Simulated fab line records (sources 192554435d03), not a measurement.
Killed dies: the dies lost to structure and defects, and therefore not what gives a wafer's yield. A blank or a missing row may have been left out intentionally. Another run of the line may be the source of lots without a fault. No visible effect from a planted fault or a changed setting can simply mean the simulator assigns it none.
Split-lot trial / flow n5Finfet / route with 1938 steps; 7 lots, 21 wafers read

== ON THE SPLIT ==
At N5_BEOL_M11_DEP_56 (deposits SiCN from 3MS/NH3, target thk 30 nm, time 10.5 s), the setting timeS was moved away from the recipe's 10.5 s on 10 of the 21 wafers read, by -13.6% to +6.8%. For the rest of the wafers, this setting stayed at what the recipe calls for.

The split's own step is where the reading is taken.

== THE READING ==
SiCN_of_BEOL_M11_DEP_56.thkNm (the simulator's own value, which no gauge read), in nm, at N5_BEOL_M11_DEP_56 (deposits SiCN from 3MS/NH3, target thk 30 nm, time 10.5 s). The file gives no usual value for it. Across the 11 wafers here that went through the recipe, the average is 30.0 nm and the standard deviation 0.31 nm.

wafer=L075.1; tool, chamber at the split=pecvd-01, 1; timeS as run, s=10.5; against the recipe=recipe; SiCN_of_BEOL_M11_DEP_56.thkNm, nm=29.4; against lot-mates on the recipe=-
wafer=L075.3; tool, chamber at the split=pecvd-01, 0; timeS as run, s=10.5; against the recipe=recipe; SiCN_of_BEOL_M11_DEP_56.thkNm, nm=29.8; against lot-mates on the recipe=-
wafer=L075.4; tool, chamber at the split=pecvd-01, 1; timeS as run, s=10.5; against the recipe=recipe; SiCN_of_BEOL_M11_DEP_56.thkNm, nm=30.4; against lot-mates on the recipe=-
wafer=L078.1; tool, chamber at the split=pecvd-01, 1,0; timeS as run, s=10.06; against the recipe=-4.2%; SiCN_of_BEOL_M11_DEP_56.thkNm, nm=28.6; against lot-mates on the recipe=-1.6
wafer=L078.2; tool, chamber at the split=pecvd-01, 1,0; timeS as run, s=10.06; against the recipe=-4.2%; SiCN_of_BEOL_M11_DEP_56.thkNm, nm=28.6; against lot-mates on the recipe=-1.6
wafer=L078.6; tool, chamber at the split=pecvd-01, 0; timeS as run, s=10.5; against the recipe=recipe; SiCN_of_BEOL_M11_DEP_56.thkNm, nm=30.2; against lot-mates on the recipe=-
wafer=L085.1; tool, chamber at the split=pecvd-02, 2; timeS as run, s=11.21; against the recipe=+6.8%; SiCN_of_BEOL_M11_DEP_56.thkNm, nm=31.6; against lot-mates on the recipe=no lot-mate on the recipe
wafer=L085.5; tool, chamber at the split=pecvd-02, 0; timeS as run, s=11.21; against the recipe=+6.8%; SiCN_of_BEOL_M11_DEP_56.thkNm, nm=32.4; against lot-mates on the recipe=no lot-mate on the recipe
wafer=L085.6; tool, chamber at the split=pecvd-02, 1; timeS as run, s=11.21; against the recipe=+6.8%; SiCN_of_BEOL_M11_DEP_56.thkNm, nm=32.2; against lot-mates on the recipe=no lot-mate on the recipe
wafer=L087.3; tool, chamber at the split=pecvd-02, 1; timeS as run, s=10.5; against the recipe=recipe; SiCN_of_BEOL_M11_DEP_56.thkNm, nm=30; against lot-mates on the recipe=-
wafer=L087.4; tool, chamber at the split=pecvd-02, 2; timeS as run, s=9.745; against the recipe=-7.2%; SiCN_of_BEOL_M11_DEP_56.thkNm, nm=27.8; against lot-mates on the recipe=-2.2
wafer=L087.6; tool, chamber at the split=pecvd-02, 0; timeS as run, s=9.745; against the recipe=-7.2%; SiCN_of_BEOL_M11_DEP_56.thkNm, nm=28.4; against lot-mates on the recipe=-1.6
wafer=L093.3; tool, chamber at the split=pecvd-02, 2; timeS as run, s=10.5; against the recipe=recipe; SiCN_of_BEOL_M11_DEP_56.thkNm, nm=29.6; against lot-mates on the recipe=-
wafer=L093.4; tool, chamber at the split=pecvd-02, 2,1; timeS as run, s=10.5; against the recipe=recipe; SiCN_of_BEOL_M11_DEP_56.thkNm, nm=30.2; against lot-mates on the recipe=-
wafer=L093.6; tool, chamber at the split=pecvd-02, 2,1; timeS as run, s=10.5; against the recipe=recipe; SiCN_of_BEOL_M11_DEP_56.thkNm, nm=30.2; against lot-mates on the recipe=-
wafer=L097.3; tool, chamber at the split=pecvd-01, 2; timeS as run, s=10.5; against the recipe=recipe; SiCN_of_BEOL_M11_DEP_56.thkNm, nm=29.6; against lot-mates on the recipe=-
wafer=L097.5; tool, chamber at the split=pecvd-01, 1; timeS as run, s=10.5; against the recipe=recipe; SiCN_of_BEOL_M11_DEP_56.thkNm, nm=30.2; against lot-mates on the recipe=-
wafer=L097.6; tool, chamber at the split=pecvd-01, 2; timeS as run, s=9.075; against the recipe=-13.6%; SiCN_of_BEOL_M11_DEP_56.thkNm, nm=25.8; against lot-mates on the recipe=-4.1
wafer=L092.1; tool, chamber at the split=pecvd-01, 2; timeS as run, s=10.5; against the recipe=recipe; SiCN_of_BEOL_M11_DEP_56.thkNm, nm=30; against lot-mates on the recipe=-
wafer=L092.3; tool, chamber at the split=pecvd-01, 0; timeS as run, s=10.96; against the recipe=+4.4%; SiCN_of_BEOL_M11_DEP_56.thkNm, nm=31; against lot-mates on the recipe=+1.0
wafer=L092.6; tool, chamber at the split=pecvd-01, 1; timeS as run, s=10.96; against the recipe=+4.4%; SiCN_of_BEOL_M11_DEP_56.thkNm, nm=31.8; against lot-mates on the recipe=+1.8
If several chambers appear in one row, that row covers several wafers at once and the file leaves open which wafer was in which chamber.

FIT RESULTS
A straight line over all 21 wafers: SiCN_of_BEOL_M11_DEP_56.thkNm changes by +0.302 nm for each +1% of timeS; r = +0.98; the points scatter about the line by 0.33 nm.
The same after taking each lot's own level away (the mean of its wafers on the recipe; 18 wafers): +0.301 nm for each +1%; r = +0.97; scatter 0.34 nm.
The reading moves by 4.1 nm for the largest change in timeS, on that fit.
From 29.87 to 30.20 nm: that is the span of the lots' own levels, equal to 1.1 times the standard deviation above.
The two slopes are in agreement: the lot-to-lot level therefore moves the slope only a little.
Check: for one of the wafers moved furthest among these (-13.6%), held out of the fit, the line's prediction against its lot-mates is -4.07 nm. Against them it came out at -4.1 nm.

== THESE WAFERS: OTHER SPLITS ==
Note: prior to the reading, these wafers also went through further splits. Each is held against what the fit with the lots' levels taken away leaves over:
other split on the same wafers=N5_BEOL_M11_COAT_59 spinRpm; wafers away from the commonest value=7; r with SiCN_of_BEOL_M11_DEP_56.thkNm (lot level and that fit taken away)=+0.06

== THE FILE'S OWN FIT ==
SiCN_of_BEOL_M11_DEP_56.thkNm changes by +0.301 nm for each +1% of timeS, r = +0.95.
